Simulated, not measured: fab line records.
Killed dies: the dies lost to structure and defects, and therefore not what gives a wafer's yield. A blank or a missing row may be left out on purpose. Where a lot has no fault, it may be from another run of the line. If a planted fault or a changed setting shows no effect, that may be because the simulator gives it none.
fab line records	flow nand-harc
record: lots: 11	wafers: 33	last-day: 25
route steps=1159 shown P_BONDPAD@351 END@1159
lots untouched by any fault: they come from a run of this same line in which no faults occurred
start-h: start of the lot's first displayed wafer, in hours after the record's first day	wait-h: hours since the lot's step before	" unchanged from the row above	L1.1+2: a row that stands for several wafers	- either no value or no given start	* or withheld: withheld	< > ~ a bound
route shown NAME@n: NAME is a module with steps in the file, n the number in the route of the first one	usual: the fault-free wafers' mean and standard deviation	same: alike in all rows	chamber/n: place in a boat	sites: per-site readings	_std_site: how widely they spread, as a standard deviation	_edge_site: outer sites' mean less inner sites'	radius-mm: for every site, how far away it sits from the centre of the wafer	mask NAME#n: copy n	behind: the tool/chamber that last shaped the wafer	hold: the reason the lot was held/the length of the hold in hours/how it ended	device: the n, p or np transistor that did not switch	end of line: tests of these same wafers at the route's end	step lacking rows: just its recipe	killed: not the wafer's yield, but the dies lost to structure and defects at the first sort	map: per-die view of a wafer (x killed, . not killed, _ where there is no die)
set.NAME: the run value of the setting; set.NAME@STEP: its run value at that earlier step	model.NAME: the simulator's own value behind a step, which no gauge read
a sample of lots followed through the steps of the route, with each step as a table and each wafer as a row
services: a tool's chamber out of use, with start hour (start-h, from the record's first day; less than 0 if before it), hours out, and reason
== steps ==
step: NHARC_P_BONDPAD_DEP_00
recipe: target-thk-a: 2500	temp-c: 370	target-thk-nm: 250	pressure-torr: 3	flow-sccm: 200	rf-w: 450	material: SiCN
usual: heater-power-w: 575/63
lot.wafer	tool	chamber	start-h	wait-h	heater-power-w
L870.2	pecvd-02	2	145.00	-	561
L870.4	"	1	"	"	569
L870.3	"	2	"	"	562
L872.1	pecvd-01	2	151.31	-	613
L872.6	"	0	"	"	587
L872.5	"	1	"	"	487
L875.3	pecvd-04	2	180.16	-	667
L875.1	"	1	"	"	547
L875.6	"	0	"	"	573
L876.2	pecvd-02	2	181.43	-	602
L876.6	"	2	"	"	481
L876.4	"	0	"	"	487
L879.1	pecvd-01	1	-	-	487
L879.3	"	2	"	"	597
L879.5	"	0	"	"	554
L880.3	pecvd-04	0	-	-	595
L880.6	"	0	"	"	617
L880.5	"	1	"	"	458
L883.1	pecvd-01	2	223.67	-	699
L883.2	"	0	"	"	519
L883.6	"	2	"	"	684
L884.3	pecvd-04	0	-	-	609
L884.2	"	1	"	"	558
L884.4	"	2	"	"	620
L888.2	pecvd-01	0	252.95	-	534
L888.6	"	0	"	"	549
L888.4	"	1	"	"	511
L889.2	pecvd-04	0	253.24	-	569
L889.3	"	2	"	"	652
L889.4	"	1	"	"	477
L890.3	pecvd-02	1	269.88	-	592
L890.2	"	2	"	"	489
L890.6	"	0	"	"	436
step: NHARC_P_BONDPAD_CMP_32
recipe: target-thk-nm: 200	material: SiCN
usual: edge-zone-pressure-frac: 1.000/0.0048	motor-current-A: 12.0/1.2
lot.wafer	tool	chamber	start-h	wait-h	edge-zone-pressure-frac	motor-current-A
L870.2	cmp-02	1	145.48	0.4	0.999	11.6
L870.3	"	3	"	"	0.993	11.6
L870.4	"	0	"	"	1.001	11.4
L872.1	cmp-01	0	151.65	-	1.003	12.1
L872.6	"	3	"	"	0.998	14.5
L872.5	"	0	"	"	0.995	11.8
L875.1	cmp-02	3	180.59	-	1.005	11.8
L875.3	"	1	"	"	1.003	12.6
L875.6	"	3	"	"	1.005	11.4
L876.2	cmp-02	1	181.88	-	1.009	12.1
L876.4	"	2	"	"	1.001	11.9
L876.6	"	0	"	"	0.993	10.9
L879.1	cmp-04	2	209.19	-	1.001	9.5
L879.3	"	3	"	"	0.998	13.2
L879.5	"	0	"	"	1.002	12.1
L880.3	cmp-02	2	215.40	-	1.001	12.0
L880.6	"	0	"	"	0.997	11.7
L880.5	"	1	"	"	0.997	11.8
L883.2	cmp-04	3	224.06	-	0.995	12.9
L883.1	"	0	"	"	1.008	11.6
L883.6	"	3	"	"	0.999	12.9
L884.2	cmp-04	1	229.03	-	1.003	14.3
L884.4	"	3	"	"	1.004	12.6
L884.3	"	0	"	"	1.002	12.3
L888.2	cmp-02	1	253.34	-	0.994	12.3
L888.4	"	2	"	"	0.994	11.7
L888.6	"	0	"	"	1.005	11.9
L889.4	cmp-01	1	253.65	-	0.992	11.8
L889.3	"	2	"	"	1.004	11.1
L889.2	"	0	"	"	1.007	12.0
L890.2	cmp-02	1	270.27	-	1.000	12.3
L890.3	"	3	"	"	1.002	11.4
L890.6	"	0	"	"	0.998	11.8
step: NHARC_P_BONDPAD_DESCUM_11
recipe: time-s: 3	o2-flow-sccm: 200	ar-flow-sccm: 0	bias-power-w: 0	chemistry: O2
usual: drypump-motor-current-A: 5.8/0.57	mfc-ar-sccm: 0.004/0.008	oes-product-au: 1.005/0.014	rf-vpp-V: 57.7/0.96	showerhead-plenum-p-Torr: 1.90/0.093	throttle-valve-pct: 11.312/0.009
lot.wafer	tool	chamber	start-h	wait-h	drypump-motor-current-A	mfc-ar-sccm	oes-product-au	rf-hours-counter-h	rf-vpp-V	showerhead-plenum-p-Torr	throttle-valve-pct
L870.2	rie-diel-08	2	146.61	-	6.3	0	1.002	4	58.3	1.96	11.325
L870.4	"	3	"	"	6.5	0.007	1.024	3	58.1	1.84	11.305
L870.3	"	0	"	"	6.2	0	1.006	4	58.4	1.93	11.323
L872.1	rie-diel-06	2	152.69	-	6.5	0	1.021	7	58.3	1.80	11.320
L872.5	"	3	"	"	5.2	0	0.992	-	58.9	2.00	11.292
L872.6	"	0	"	"	5.0	0	1.013	-	57.9	1.81	11.302
L875.1	rie-diel-06	2	181.61	-	6.5	0	1.018	11	57.3	1.80	11.309
L875.3	"	0	"	"	5.0	0	1.015	12	57.0	1.81	11.314
L875.6	"	2	"	"	6.5	0	1.021	-	56.1	1.80	11.304
L876.2	rie-diel-06	3	182.86	-	5.2	0	1.005	10	58.1	2.00	11.304
L876.4	"	1	"	"	5.7	0	1.003	10	59.4	1.97	11.302
L876.6	"	3	"	"	5.2	0	1.017	-	57.4	2.00	11.319
L879.1	rie-diel-06	0	210.07	-	5.0	0	1.014	15	58.1	1.81	11.321
L879.3	"	2	"	"	6.5	0	1.015	14	55.8	1.80	11.300
L879.5	"	3	"	"	5.2	0	0.999	-	59.3	2.00	11.301
L880.3	rie-diel-06	2	216.52	-	6.5	0	1.007	15	57.4	1.80	11.315
L880.5	"	3	"	"	5.2	0	1.006	-	59.2	2.00	11.321
L880.6	"	0	"	"	5.0	0	1.016	-	58.0	1.81	11.313
L883.1	rie-diel-06	0	225.06	-	5.0	0	1.019	17	59.4	1.81	11.326
L883.2	"	1	"	"	5.7	0	0.979	14	57.9	1.97	11.305
L883.6	"	0	"	"	5.0	0	1.008	-	57.7	1.81	11.303
L884.4	rie-diel-01	0	229.94	-	5.9	0	1.000	28	56.9	1.77	11.307
L884.2	"	1	"	"	5.2	0.016	0.978	28	58.7	2.07	11.298
L884.3	"	2	"	"	6.3	0	0.973	28	59.6	2.03	11.323
L888.2	rie-diel-08	1	254.34	-	6.0	0.020	1.016	48	58.0	1.86	11.320
L888.4	"	2	"	"	6.2	0	1.008	46	57.1	1.95	11.316
L888.6	"	1	"	"	6.1	0.020	1.009	-	57.5	1.86	11.313
L889.4	rie-diel-06	1	254.55	-	5.6	0	1.001	0	57.9	1.97	11.297
L889.2	"	2	"	"	6.5	0	1.009	0	57.1	1.80	11.323
L889.3	"	0	"	"	5.0	0	1.005	0	56.1	1.80	11.307
L890.2	rie-diel-08	3	271.15	-	6.5	0.007	1.025	48	56.9	1.82	11.309
L890.3	"	2	"	"	6.3	0	0.989	52	57.4	1.95	11.310
L890.6	"	3	"	"	6.5	0.007	1.033	-	58.3	1.82	11.334
step: NHARC_P_BONDPAD_CMP_19
recipe: t-overpolish-s: 30	cu-recess-touch-s: 16	target-thk-nm: 160.81
usual: cu-recess-touch-s: 16/0	edge-zone-pressure-frac: 1.000/0.0047	motor-current-A: 11.9/1.3	overpolish-run-s: 30.001/0.0098
lot.wafer	tool	chamber	start-h	wait-h	cu-recess-touch-s	edge-zone-pressure-frac	motor-current-A	overpolish-run-s
L870.3	cmp-04	1	148.67	-	16	1.000	13.0	30.009
L870.4	"	2	"	"	16	0.998	9.2	30.010
L870.2	"	0	"	"	16	0.998	12.2	29.998
L872.1	cmp-02	3	154.71	-	16	1.001	12.1	30.000
L872.5	"	3	"	"	16	0.996	11.1	30.003
L872.6	"	0	"	"	16	1.002	11.5	30.018
L875.3	cmp-01	0	183.65	-	16	1.005	11.9	29.990
L875.1	"	1	"	"	16	1.000	11.0	30.000
L875.6	"	0	"	"	16	0.999	12.0	30.009
L876.2	cmp-02	2	184.90	-	16	1.005	11.8	30.002
L876.4	"	0	"	"	16	1.008	10.5	29.991
L876.6	"	1	"	"	16	0.989	12.8	29.988
L879.3	cmp-04	1	212.14	-	16	0.999	13.5	30.007
L879.1	"	2	"	"	16	1.010	9.2	30.000
L879.5	"	0	"	"	16	1.000	12.0	29.999
L880.3	cmp-04	2	218.69	-	-	-	-	-
L880.6	"	2	"	"	-	-	-	-
L880.5	"	3	"	"	-	-	-	-
L883.1	cmp-04	2	227.09	-	-	-	-	-
L883.2	"	1	"	"	-	-	-	-
L883.6	"	3	"	"	-	-	-	-
L884.2	cmp-04	2	232.09	-	-	-	-	-
L884.4	"	3	"	"	-	-	-	-
L884.3	"	0	"	"	-	-	-	-
L888.2	cmp-01	2	256.44	-	16	1.002	11.6	30.012
L888.4	"	0	"	"	16	0.991	12.0	30.006
L888.6	"	2	"	"	16	1.001	11.3	30.006
L889.2	cmp-02	2	256.66	-	16	1.001	12.0	29.993
L889.3	"	3	"	"	16	0.994	11.5	30.010
L889.4	"	1	"	"	16	0.988	12.1	29.988
L890.3	cmp-04	0	273.20	-	16	1.004	11.5	30.002
L890.2	"	2	"	"	16	0.994	9.5	30.006
L890.6	"	0	"	"	16	1.000	12.0	29.999
step: NHARC_P_BONDPAD_THK_MEAS_20
recipe: thk-meas-gauge: xrf
usual: thk-nm: 160.9/1.8
lot.wafer	tool	chamber	start-h	wait-h	thk-nm
L870.2	film-metro-01	-	149.00	-	161.4
L870.3	"	-	"	"	162.7
L870.4	"	-	"	"	160.3
L872.1	film-metro-02	-	155.03	-	158.7
L872.5	"	-	"	"	162.1
L872.6	"	-	"	"	161.6
L875.1	film-metro-02	-	183.94	-	163.2
L875.3	"	-	"	"	162.0
L875.6	"	-	"	"	163.5
L876.2	film-metro-01	-	185.20	-	165.2
L876.4	"	-	"	"	162.8
L876.6	"	-	"	"	164.4
L879.1	film-metro-02	-	212.43	-	159.8
L879.3	"	-	"	"	162.7
L879.5	"	-	"	"	159.9
L880.3	film-metro-01	-	219.01	0.3	402.3
L880.5	"	-	"	"	401.0
L880.6	"	-	"	"	390.3
L883.1	film-metro-01	-	227.42	0.3	394.9
L883.2	"	-	"	"	402.2
L883.6	"	-	"	"	400.8
L884.2	film-metro-02	-	232.38	0.3	401.4
L884.3	"	-	"	"	405.6
L884.4	"	-	"	"	402.7
L888.2	film-metro-02	-	256.74	-	161.4
L888.4	"	-	"	"	159.3
L888.6	"	-	"	"	160.6
L889.2	film-metro-02	-	256.99	-	160.0
L889.3	"	-	"	"	159.4
L889.4	"	-	"	"	162.1
L890.2	film-metro-02	-	273.50	-	159.6
L890.3	"	-	"	"	162.9
L890.6	"	-	"	"	159.9
step: NHARC_P_BONDPAD_INSPECT_23
usual: raw-defect-count: 339/110
lot.wafer	tool	chamber	start-h	wait-h	raw-defect-count
L870.2	defect-inspect-02	-	149.22	0.0	279
L870.3	"	-	"	"	435
L870.4	"	-	"	"	296
L872.1	defect-inspect-01	-	155.23	0.0	372
L872.5	"	-	"	"	282
L872.6	"	-	"	"	224
L875.1	defect-inspect-02	-	184.16	0.0	353
L875.3	"	-	"	"	215
L875.6	"	-	"	"	285
L876.2	defect-inspect-02	-	185.42	0.0	398
L876.4	"	-	"	"	252
L876.6	"	-	"	"	246
L879.1	defect-inspect-01	-	212.63	0.0	333
L879.3	"	-	"	"	410
L879.5	"	-	"	"	231
L880.3	defect-inspect-01	-	219.24	0.0	6073
L880.5	"	-	"	"	6113
L880.6	"	-	"	"	5982
L883.1	defect-inspect-01	-	227.62	0.0	6269
L883.2	"	-	"	"	5945
L883.6	"	-	"	"	6115
L884.2	defect-inspect-02	-	232.60	0.0	6174
L884.3	"	-	"	"	6071
L884.4	"	-	"	"	6068
L888.2	defect-inspect-02	-	256.94	0.0	245
L888.4	"	-	"	"	252
L888.6	"	-	"	"	237
L889.2	defect-inspect-02	-	257.19	0.0	262
L889.3	"	-	"	"	226
L889.4	"	-	"	"	294
L890.2	defect-inspect-01	-	273.70	0.0	267
L890.3	"	-	"	"	262
L890.6	"	-	"	"	247
step: NHARC_END_SORT_01
recipe: temp-c: 25
usual: defect-limited-yield: 95.5/1.5	killed-at-array: 27/10	killed-at-other: 0.6/0.96	killed-at-periphery: 3.4/2.7	killed-dies: 31/10	killed-open: 2.9/1.8	killed-short: 1.8/1.4	sort_bin_2_pct: 1.4/0.66	sort_bin_3_pct: 0.25/0.23	sort_bin_4_pct: 2.8/0.94	sort-n-pass: 646/10	sort-rim-yield-pct: 96.2/2.6	sort-yield-pct: 95.5/1.5
same: gross-dies: 677	sort_bin_5_pct[%]: 0	sort_bin_6_pct[%]: 0	sort_bin_7_pct[%]: 0	sort_bin_8_pct[%]: 0	sort-rim-n-gross: 106.00
lot.wafer	tool	chamber	start-h	wait-h	defect-limited-yield[%]	killed-at-array	killed-at-other	killed-at-periphery	killed-dies	killed-open	killed-short	sort_bin_2_pct[%]	sort_bin_3_pct[%]	sort_bin_4_pct[%]	sort-n-pass	sort-rim-yield-pct[%]	sort-yield-pct[%]
L880.3	prober-01	0	518.99	3.1	0	19	1	657	677	3	1	1.0	96.90	2.1	0	0	0
L880.5	prober-01	0	520.60	3.7	0	23	0	654	677	3	2	0.9	96.45	2.7	0	0	0
L880.6	prober-01	0	521.41	4.0	0	23	2	652	677	1	0	1.2	96.75	2.1	0	0	0
L883.1	prober-02	0	531.34	2.5	0	15	0	662	677	5	3	1.0	97.78	1.2	0	0	0
L883.2	prober-02	0	532.13	2.8	0	15	0	662	677	2	5	0.1	98.38	1.5	0	0	0
L883.6	prober-02	0	535.29	3.9	0	18	1	658	677	4	4	1.0	97.49	1.5	0	0	0
L884.2	prober-02	0	540.97	2.8	0	22	0	655	677	4	2	1.6	96.60	1.8	0	0	0
L884.3	prober-02	0	541.77	3.1	0	18	0	659	677	3	4	1.6	96.90	1.5	0	0	0
L884.4	prober-02	0	542.57	3.4	0	17	0	660	677	5	0	0.9	97.34	1.8	0	0	0
killed by level:class
L880.3 P_BONDPAD:area-cmp=655 A_CHANNEL_HOLE_D1:chamber-film-flake=7 A_CONTACT:chamber-film-flake=6 A_ONON_D1:geometric-particle:open=1 A_CHANNEL_FILL_D1:geometric-particle:open=1 A_WL_FILL:geometric-particle:short=1 A_CONTACT:geometric-particle:open=1 P_ZERO_WELL:chamber-film-flake=1
L880.5 P_BONDPAD:area-cmp=653 A_CONTACT:chamber-film-flake=8 A_CHANNEL_HOLE_D1:chamber-film-flake=5 A_STAIRCASE:chamber-film-flake=4 A_ONON_D1:geometric-particle:open=1 A_CONTACT:geometric-particle:open=1 A_BLC:geometric-particle:short=1 A_M1:geometric-particle:open=1
L880.6 P_BONDPAD:area-cmp=652 A_CONTACT:chamber-film-flake=15 A_CHANNEL_HOLE_D1:chamber-film-flake=6 THIN_TSV:chamber-film-flake=2 A_SGD_CUT:geometric-particle:open=1 A_STAIRCASE:chamber-film-flake=1
L883.1 P_BONDPAD:area-cmp=661 A_CHANNEL_HOLE_D1:chamber-film-flake=5 A_CHANNEL_FILL_D1:geometric-particle:open=2 A_CONTACT:chamber-film-flake=2 P_CONTACT:geometric-particle:short=1 A_ONON_D1:geometric-particle:open=1 A_CHANNEL_FILL_D1:geometric-particle:short=1 A_SGD_CUT:geometric-particle:open=1
L883.2 P_BONDPAD:area-cmp=661 A_CHANNEL_HOLE_D1:chamber-film-flake=3 A_ONON_D1:geometric-particle:short=2 A_STAIRCASE:chamber-film-flake=2 A_CONTACT:chamber-film-flake=2 A_CHANNEL_HOLE_D1:geometric-particle:short=1 A_SGD_CUT:geometric-particle:short=1 A_SGD_CUT:geometric-particle:open=1
L883.6 P_BONDPAD:area-cmp=658 A_CONTACT:chamber-film-flake=6 A_CHANNEL_HOLE_D1:chamber-film-flake=5 A_CHANNEL_FILL_D1:geometric-particle:open=2 A_SOURCE_PLATE:geometric-particle:short=1 A_SGD_CUT:geometric-particle:short=1 A_M0:geometric-particle:open=1 A_M1:geometric-particle:short=1
L884.2 P_BONDPAD:area-cmp=650 A_CHANNEL_HOLE_D1:chamber-film-flake=8 A_SLIT:chamber-film-flake=5 A_CONTACT:chamber-film-flake=5 P_M0:geometric-particle:open=2 P_GATE:chamber-film-flake=2 P_M1:geometric-particle:short=1 A_SGD_CUT:geometric-particle:open=1
L884.3 P_BONDPAD:area-cmp=656 A_SLIT:chamber-film-flake=5 A_CHANNEL_HOLE_D1:chamber-film-flake=4 A_CHANNEL_HOLE_D1:geometric-particle:short=2 A_CHANNEL_FILL_D1:chamber-film-flake=2 P_GATE:geometric-particle:open=1 P_M1:geometric-particle:open=1 A_ONON_D1:geometric-particle:short=1
L884.4 P_BONDPAD:area-cmp=659 A_CHANNEL_HOLE_D1:chamber-film-flake=8 A_SLIT:chamber-film-flake=3 P_CONTACT:geometric-particle:open=1 A_CHANNEL_FILL_D1:geometric-particle:open=1 A_CONTACT:geometric-particle:open=1 A_BLC:geometric-particle:open=1 A_M0:geometric-particle:open=1
== services ==
tool	chamber	start-h	hours	kind
cmp-01	-	123.70	1.2	repair
rie-diel-08	-	124.80	9.0	pm
rie-diel-01	0	125.14	5.7	repair
rie-diel-06	3	126.06	19.5	repair
cmp-02	-	128.50	4.0	pm
cmp-01	-	130.36	1.7	repair
rie-diel-01	-	146.45	9.0	pm
pecvd-02	-	153.25	13.0	pm
pecvd-02	-	175.74	1.7	repair
cmp-01	-	179.50	4.0	pm
cmp-01	-	184.47	0.3	repair
cmp-01	-	192.30	1.0	repair
pecvd-04	-	195.25	13.0	pm
cmp-01	-	195.39	2.5	repair
cmp-04	-	203.31	4.0	pm
cmp-02	-	213.14	1.0	repair
rie-diel-01	3	215.88	9.7	repair
cmp-01	-	222.27	6.9	repair
cmp-02	-	226.50	4.0	pm
pecvd-01	-	237.24	13.0	pm
rie-diel-06	1	239.98	4.3	repair
rie-diel-06	-	241.20	9.0	pm
rie-diel-01	0	264.34	4.4	repair
rie-diel-08	3	265.31	3.5	repair
== key ==
first-sign: step: NHARC_P_BONDPAD_CMP_19	reading: tool-record	direction: missing
effect: step: NHARC_P_BONDPAD_THK_MEAS_20	reading: thk-nm	direction: up	sigmas: 99+	usual: 160.9	struck: 400.1
effect: step: NHARC_P_BONDPAD_INSPECT_23	reading: raw-defect-count	direction: up	sigmas: 55	usual: 339	struck: 6090
effect: step: NHARC_END_SORT_01	reading: sort_bin_3_pct	direction: up	sigmas: 99+	usual: 0.25	struck: 97.18
more-kills-born-at: NHARC_P_BONDPAD_CMP_19@cmp-04: 5905
met-at NHARC_P_BONDPAD_CMP_19
struck-lots L880,L883,L884
later-rows-left-out L880.3,L880.5,L880.6,L883.1,L883.2,L883.6,L884.2,L884.3,L884.4
not-acting-at NHARC_P_BONDPAD_DEP_00,NHARC_P_BONDPAD_CMP_32,NHARC_P_BONDPAD_DESCUM_11
onset-between 212.14 218.69
fault: kind: skipped-step-whole	tool: cmp-04	chamber: -	onset-h: 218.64	steps: NHARC_P_BONDPAD_CMP_19	scope: struck-lots-only
later-rows-left-out: the simulator's readings of these wafers behind a module that went badly wrong aren't trusted and aren't shown, but for the sort
